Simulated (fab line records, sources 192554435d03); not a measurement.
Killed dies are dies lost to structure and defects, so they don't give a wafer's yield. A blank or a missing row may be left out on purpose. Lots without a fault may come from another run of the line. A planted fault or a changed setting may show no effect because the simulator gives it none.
Split-lot experiment | flow n5_finfet | 7 lots, 21 wafers read, on a route of 1938 steps

THE SPLIT
At N5_BEOL_M0_SAQP_HM_DEP_111 (deposits SiO2 from SiH4/N2O, target thk 12 nm, time 7.2 s), the setting time_s was moved away from the recipe's 7.2 s on 8 of the 21 wafers read, by -12.6% to +8.1%. The other wafers ran this setting at the recipe's value.

FROM THE SPLIT TO THE READING: what the file shows between them, 9 steps
- N5_BEOL_M0_SAQP_COAT_81: time 60 s, resist thk 100 nm (also split here: temp_c)
- N5_BEOL_M0_SAQP_COAT_82: time 60 s, resist thk 30 nm
- N5_BEOL_M0_SAQP_COAT_08: resist thk 90 nm
- N5_BEOL_M0_SAQP_ETCH_84: etches SOC in N2/H2, target depth 100 nm, overetch 20 nm, time 150 s
- N5_BEOL_M0_SAQP_STRIP_80: strips in N2/H2
- N5_BEOL_M0_SAQP_HM_OPEN_112: chemistry CHF3/O2, target SiO2, stops on a-Si, target depth 12 nm, time 13.5 s
- N5_BEOL_M0_SAQP_STRIP_113: strips in CHF3/O2
- N5_BEOL_M0_SAQP_MANDREL_ETCH_20: etches a-Si in HBr/Cl2, stops on SiNx, target depth 60 nm, bt time 10 s, time 30 s
- N5_BEOL_M0_SAQP_STRIP_86: strips in N2/H2

THE READING
SiO2_of_BEOL_M0_SAQP_HM_DEP_111.thk_nm (the simulator's own value, which no gauge read), in nm, at N5_BEOL_M0_SAQP_STRIP_115 (strips in post etch residue remover, time 60 s). The file gives no usual value for it. The 13 wafers here that ran the recipe average 11.9 nm, standard deviation 0.2 nm.

wafer  | tool, chamber at the split | time_s as run, s | against the recipe | SiO2_of_BEOL_M0_SAQP_HM_DEP_111.thk_nm, nm | against lot-mates on the recipe
L079.1 | pecvd-03, 2                | 7.2              | recipe             | 11.6                                       | -
L079.4 | pecvd-03, 2                | 7.629            | +6.0%              | 12.4                                       | +0.8
L079.6 | pecvd-03, 1                | 7.629            | +6.0%              | 12.6                                       | +1.0
L080.1 | pecvd-04, 1                | 7.2              | recipe             | 12                                         | -
L080.6 | pecvd-04, 1,0              | 7.2              | recipe             | 12                                         | -
L080.5 | pecvd-04, 1,0              | 7.2              | recipe             | 12.2                                       | -
L082.1 | pecvd-04, 1                | 7.786            | +8.1%              | 12.6                                       | +1.0
L082.2 | pecvd-04, 0                | 7.2              | recipe             | 11.6                                       | -
L082.6 | pecvd-04, 1                | 7.786            | +8.1%              | 12.8                                       | +1.2
L084.2 | pecvd-03, 0                | 7.2              | recipe             | 11.6                                       | -
L084.3 | pecvd-03, 2                | 7.2              | recipe             | 11.8                                       | -
L084.4 | pecvd-03, 2                | 7.2              | recipe             | 12                                         | -
L087.1 | pecvd-04, 0                | 6.29             | -12.6%             | 10.2                                       | -2.0
L087.4 | pecvd-04, 0                | 6.29             | -12.6%             | 10.6                                       | -1.6
L087.6 | pecvd-04, 2                | 7.2              | recipe             | 12.2                                       | -
L089.3 | pecvd-01, 1                | 7.2              | recipe             | 11.8                                       | -
L089.4 | pecvd-01, 0,1              | 6.418            | -10.9%             | 10.4                                       | -1.4
L089.5 | pecvd-01, 0,1              | 6.418            | -10.9%             | 10.4                                       | -1.4
L095.1 | pecvd-04, 0                | 7.2              | recipe             | 11.8                                       | -
L095.3 | pecvd-04, 1                | 7.2              | recipe             | 12                                         | -
L095.6 | pecvd-04, 1                | 7.2              | recipe             | 12                                         | -
Where a row lists several chambers, the file gives one row for several wafers and doesn't say which wafer went through which chamber.

THE FIT
A straight line over all 21 wafers: SiO2_of_BEOL_M0_SAQP_HM_DEP_111.thk_nm changes by +0.118 nm for each +1% of time_s; r = +0.97; the points scatter about the line by 0.2 nm.
The same after taking each lot's own level away (the mean of its wafers on the recipe; 21 wafers): +0.138 nm for each +1%; r = +0.99; scatter 0.12 nm.
On that fit, the largest move of time_s shifts the reading by 1.7 nm.
The lots' own levels span 11.60 to 12.20 nm, that is 3.0 times the standard deviation above.
So the lot-to-lot level changes the slope: the two fits differ.
Check: with one of the wafers moved furthest among these (-12.6%) left out of the fit, the line predicts -1.65 nm for it against its lot-mates. It came out at -2 nm against them.

OTHER SPLITS ON THESE WAFERS
These wafers also went through other splits before the reading. Each is held against what the fit with the lots' levels taken away leaves over:
other split on the same wafers        | wafers away from the commonest value | r with SiO2_of_BEOL_M0_SAQP_HM_DEP_111.thk_nm (lot level and that fit taken away)
N5_HKMG_FIN_ETCH_31 bias_w            | 10                                   | +0.05
N5_GATE_CUT_DESCUM_18 time_s          | 7                                    | -0.09
N5_GATE_CUT_ETCH_36 cf4_flow_sccm     | 7                                    | +0.21
N5_MOL_CONTACT_COAG_ETCH_106 source_w | 3                                    | +0.08
N5_MOL_CONTACT_COAG_ETCH_110 bias_w   | 8                                    | +0.02
N5_BEOL_M0_SAQP_COAT_81 temp_c        | 7                                    | -0.49

THE WHOLE CHAIN: every reading that the file lists as answering this split, in the file's order
step                        | what it does                                                                   | reading                                                                                 | change (the file's fit)               | r (the file's)
N5_BEOL_M0_SAQP_HM_DEP_111  | deposits SiO2 from SiH4/N2O, target thk 12 nm, time 7.2 s                      | SiO2_of_BEOL_M0_SAQP_HM_DEP_111.thk_nm (the simulator's own value, which no gauge read) | +0.131 nm for each +1% of the setting | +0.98
N5_BEOL_M0_SAQP_HM_OPEN_112 | chemistry CHF3/O2, target SiO2, stops on a-Si, target depth 12 nm, time 13.5 s | etch.depth_nm (the simulator's own value, which no gauge read)                          | +0.133 nm for each +1% of the setting | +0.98
N5_BEOL_M0_SAQP_STRIP_115   | strips in post etch residue remover, time 60 s                                 | SiO2_of_BEOL_M0_SAQP_HM_DEP_111.thk_nm (the simulator's own value, which no gauge read) | +0.138 nm for each +1% of the setting | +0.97

THE FILE'S OWN FIT
SiO2_of_BEOL_M0_SAQP_HM_DEP_111.thk_nm changes by +0.138 nm for each +1% of time_s, r = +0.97.
